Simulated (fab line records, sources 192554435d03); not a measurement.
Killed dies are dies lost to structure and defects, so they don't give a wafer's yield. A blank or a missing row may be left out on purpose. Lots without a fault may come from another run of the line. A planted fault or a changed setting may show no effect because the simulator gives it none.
fab line records | flow n5_finfet | part 2 of 2: steps 21 to 29 of 29
record lots=5 wafers=15 last_day=17
route steps=1938 shown DUMMY_GATE@245 SPACER0@258 SD_EPI_N@262
lots that met no fault: from a run of the same line without faults
start_h: hours from the record's first day to the start of the lot's first wafer shown | wait_h: hours since the lot's step before | " the same as in the row above | L1.1+2: a row that stands for several wafers | - no value, or no start given | * or withheld: withheld | < > ~ a bound
route shown NAME@n: a module of which the file shows steps, and the number in the route of the first | usual: mean/standard deviation of fault-free wafers | same: alike in all rows | chamber/n: place in a boat | sites: the reading at each site | _std_site: their standard deviation | _edge_site: outer sites' mean less inner sites' | radius_mm: how far each site lies from the wafer's centre | mask NAME#n: copy n | behind: the tool/chamber that last shaped the wafer | hold: why the lot was held/for how many hours/how that ended | device: the transistor (n, p or np) that didn't switch | end of line: the same wafers' tests at the end of the route | a step without rows: its recipe alone | killed: dies lost to structure and defects at the first sort, not the wafer's yield | map: a wafer's dies, x killed, . not, _ none there
set.NAME: the setting as run; set.NAME@STEP: as run at that earlier step | model.NAME: the simulator's own value behind a step, which no gauge read
lots at some steps of the route; a table a step, a row a wafer
services: from which hour (start_h, from the record's first day; less than 0 if before it) a tool's chamber was out of use, for how many hours, and why
## steps
# step N5_SD_EPI_N_EBR_05
# recipe solvent=PGMEA ebr_width_mm=1.5
# same ebr_width_mm=1.5
# columns lot.wafer tool chamber start_h wait_h
L076.2+3+5 litho_track-01 0 - -
L085.4+5+6 litho_track-01 0 - -
L089.2+3+4 litho_track-03 0 - -
L091.3+5+6 litho_track-02 0 - -
L092.4+5+6 litho_track-03 0 - -
# step N5_SD_EPI_N_SOFTBAKE_04
# recipe temp_c=110 time_s=60 resist=CAR-ArF-block
# usual plate_temp_C=110.03/0.13
# columns lot.wafer tool chamber start_h wait_h plate_temp_C
L076.2 litho_track-01 0 - - 110.14
L076.3 " 0 " " 110.00
L076.5 " 0 " " 110.14
L085.4 litho_track-01 0 - - 109.94
L085.5 " 0 " " 109.81
L085.6 " 0 " " 109.85
L089.2 litho_track-03 0 - - 110.11
L089.3 " 0 " " 110.03
L089.4 " 0 " " 109.97
L091.3 litho_track-02 0 - - 110.05
L091.5 " 0 " " 110.09
L091.6 " 0 " " 109.95
L092.4 litho_track-03 0 - - 109.97
L092.5 " 0 " " 110.23
L092.6 " 0 " " 110.15
# step N5_SD_EPI_N_EXPOSE_06
# recipe mask_id=SD_N_BLK na=1.35 source_shape=conventional sigma_outer=0.8 polarization=unpolarized target_cd_nm=120 dose_mj=39.75
# usual reticle_temp_C=23.00/0.1
# columns lot.wafer tool chamber start_h wait_h mask reticle_temp_C
L076.2 arfi_scanner-03 0 64.54 - SD_N_BLK#0 22.83
L076.3 " 0 " " SD_N_BLK#0 22.94
L076.5 " 0 " " SD_N_BLK#0 22.81
L085.4 arfi_scanner-03 0 117.02 - SD_N_BLK#0 22.87
L085.5 " 0 " " SD_N_BLK#0 23.05
L085.6 " 0 " " SD_N_BLK#0 22.79
L089.2 arfi_scanner-02 0 140.94 - SD_N_BLK#0 23.08
L089.3 " 0 " " SD_N_BLK#0 23.07
L089.4 " 0 " " SD_N_BLK#0 23.02
L091.3 arfi_scanner-01 0 151.12 - SD_N_BLK#0 22.78
L091.5 " 0 " " SD_N_BLK#0 22.87
L091.6 " 0 " " SD_N_BLK#0 22.89
L092.4 arfi_scanner-01 0 157.68 - SD_N_BLK#0 22.90
L092.5 " 0 " " SD_N_BLK#0 23.03
L092.6 " 0 " " SD_N_BLK#0 22.99
# step N5_SD_EPI_N_PEB_07
# recipe peb_temp_c=110 peb_time_s=60 resist=CAR-ArF-block
# usual plate_temp_C=110.02/0.14
# columns lot.wafer tool chamber start_h wait_h plate_temp_C
L076.2 litho_track-03 0 64.59 0.0 110.22
L076.3 " 0 " " 110.25
L076.5 " 0 " " 110.15
L085.4 litho_track-01 0 117.07 0.0 110.13
L085.5 " 0 " " 110.16
L085.6 " 0 " " 110.10
L089.2 litho_track-01 0 140.99 0.0 109.99
L089.3 " 0 " " 109.94
L089.4 " 0 " " 110.05
L091.3 litho_track-02 0 151.17 0.0 110.02
L091.5 " 0 " " 110.18
L091.6 " 0 " " 110.05
L092.4 litho_track-03 0 157.72 0.0 109.85
L092.5 " 0 " " 109.90
L092.6 " 0 " " 110.01
# step N5_SD_EPI_N_DEVELOP_08
# recipe develop_time_s=30 developer=TMAH resist=CAR-ArF-block dev_temp_c=23 rinse_liquid=diw dry=air_spin
# columns lot.wafer tool chamber start_h wait_h
L076.2+3+5 litho_track-03 0 - -
L085.4+5+6 litho_track-01 0 - -
L089.2+3+4 litho_track-01 0 - -
L091.3+5+6 litho_track-02 0 - -
L092.4+5+6 litho_track-03 0 - -
# step N5_SD_EPI_N_CD_MEAS_09
# recipe target_cd_nm=120 landing_energy_ev=500 detector=se_inlens
# usual cd_nm=120.2/0.79
# columns lot.wafer tool chamber start_h wait_h cd_nm
L076.2 cd_sem-01 0 64.66 - 121.1
L076.3 " 0 " " 119.8
L076.5 " 0 " " 120.9
L085.4 cd_sem-03 0 117.13 - 120.8
L085.5 " 0 " " 119.7
L085.6 " 0 " " 120.8
L089.2 cd_sem-03 0 141.06 - 120.0
L089.3 " 0 " " 120.6
L089.4 " 0 " " 121.4
L091.3 cd_sem-03 0 151.24 - 118.8
L091.5 " 0 " " 121.6
L091.6 " 0 " " 119.1
L092.4 cd_sem-03 0 157.79 - 120.2
L092.5 " 0 " " 119.9
L092.6 " 0 " " 120.7
# step N5_SD_EPI_N_OVL_MEAS_10
# recipe points_per_wafer=44
# usual SD_N_BLK_OVL=-0.2/0.78
# columns lot.wafer tool chamber start_h wait_h SD_N_BLK_OVL[nm]
L076.2 overlay-01 0 64.69 0.0 0.0
L076.3 " 0 " " -0.1
L076.5 " 0 " " -0.9
L085.4 overlay-02 0 117.16 0.0 -0.2
L085.5 " 0 " " 1.2
L085.6 " 0 " " 0.4
L089.2 overlay-02 0 141.09 0.0 -0.7
L089.3 " 0 " " 1.1
L089.4 " 0 " " -0.8
L091.3 overlay-02 0 151.26 0.0 0.0
L091.5 " 0 " " -0.7
L091.6 " 0 " " -0.3
L092.4 overlay-02 0 157.82 0.0 0.0
L092.5 " 0 " " -0.2
L092.6 " 0 " " 0.8
# step N5_SD_EPI_N_INSPECT_11
# recipe mode=adi inspect_instrument=macro
# usual raw_defect_count=2.0/1.4
# columns lot.wafer tool chamber start_h wait_h raw_defect_count
L076.2 defect_inspect-01 - 64.71 0.0 3
L076.3 " - " " 1
L076.5 " - " " 1
L085.4 defect_inspect-01 - 117.18 0.0 4
L085.5 " - " " 2
L085.6 " - " " 1
L089.2 defect_inspect-01 - 141.11 0.0 5
L089.3 " - " " 3
L089.4 " - " " 0
L091.3 defect_inspect-02 - 151.29 0.0 0
L091.5 " - " " 1
L091.6 " - " " 4
L092.4 defect_inspect-01 - 157.84 0.0 1
L092.5 " - " " 6
L092.6 " - " " 0
# step N5_SD_EPI_N_DESCUM_14
# recipe chemistry=O2 time_s=7.9 source_power_w=50 bias_power_w=20 pressure_mtorr=20 rf_frequency_hz=2.712e+07 temp_c=40 resist=CAR-ArF-block o2_flow_sccm=225
# usual drypump_motor_current_A=5.7/0.43 oes_product_au=0.76/0.064 rf_vpp_V=243.1/1.2 showerhead_plenum_p_Torr=2.09/0.066 throttle_valve_pct=20.58/0.26
# columns lot.wafer tool chamber start_h wait_h drypump_motor_current_A oes_product_au rf_hours_counter_h rf_vpp_V showerhead_plenum_p_Torr throttle_valve_pct
L076.2 rie_diel-02 0 64.74 0.0 5.3 0.78 151 241.8 2.10 20.76
L076.3 " 2 " " 5.8 0.84 59 243.4 2.13 20.44
L076.5 " 0 " " 5.3 0.78 - 242.0 2.10 20.78
L085.4 rie_diel-05 0 117.37 0.2 6.4 0.77 142 241.3 2.02 20.46
L085.5 " 0 " " 6.4 0.77 - 241.8 2.02 20.45
L085.6 " 3 " " 5.6 0.69 - 244.6 2.16 20.30
L089.2 rie_diel-01 0 141.42 0.3 6.3 0.68 226 241.7 1.99 20.87
L089.3 " 3 " " 5.7 0.77 158 243.0 2.08 20.43
L089.4 " 3 " " 5.7 0.77 - 244.3 2.08 20.43
L091.3 rie_diel-05 0 151.32 0.0 6.3 0.76 153 241.4 2.02 20.49
L091.5 " 0 " " 6.4 0.76 - 242.5 2.02 20.47
L091.6 " 3 " " 5.6 0.69 - 244.2 2.15 20.34
L092.4 rie_diel-01 0 157.88 0.0 6.3 0.68 233 241.1 1.98 20.88
L092.5 " 3 " " 5.7 0.76 - 242.7 2.08 20.42
L092.6 " 2 " " 5.7 0.77 - 244.2 2.21 21.07
## services
# columns tool chamber start_h hours kind
arfi_scanner-03 - 41.74 1.3 pm
arfi_scanner-03 - 51.09 1.0 pm
ald_sin-04 0 54.95 3.0 repair
wet_bench-06 - 59.52 1.9 pm
rie_diel-01 3 70.89 5.6 repair
arfi_scanner-01 - 77.31 2.3 repair
arfi_scanner-01 - 83.78 0.8 pm
ald_sin-03 - 85.74 14.0 pm
rie_si-04 - 86.33 0.3 repair
rie_diel-06 - 86.87 0.4 repair
ald_sin-02 - 100.09 5.0 repair
ald_sin-04 - 112.23 14.6 pm
arfi_scanner-01 - 116.54 1.0 pm
arfi_scanner-03 - 121.99 0.8 pm
arfi_scanner-03 - 124.24 1.0 pm
arfi_scanner-01 - 124.85 3.9 pm
arfi_scanner-01 - 128.99 12.0 pm
wet_bench-01 - 131.33 1.1 repair
rie_diel-05 3 132.65 7.5 repair
rie_diel-06 3 133.56 10.2 repair
rie_diel-01 1 135.00 12.9 repair
rie_diel-03 1 146.18 2.5 repair
rie_si-04 - 153.37 1.1 repair
rie_si-04 - 154.56 2.8 pm
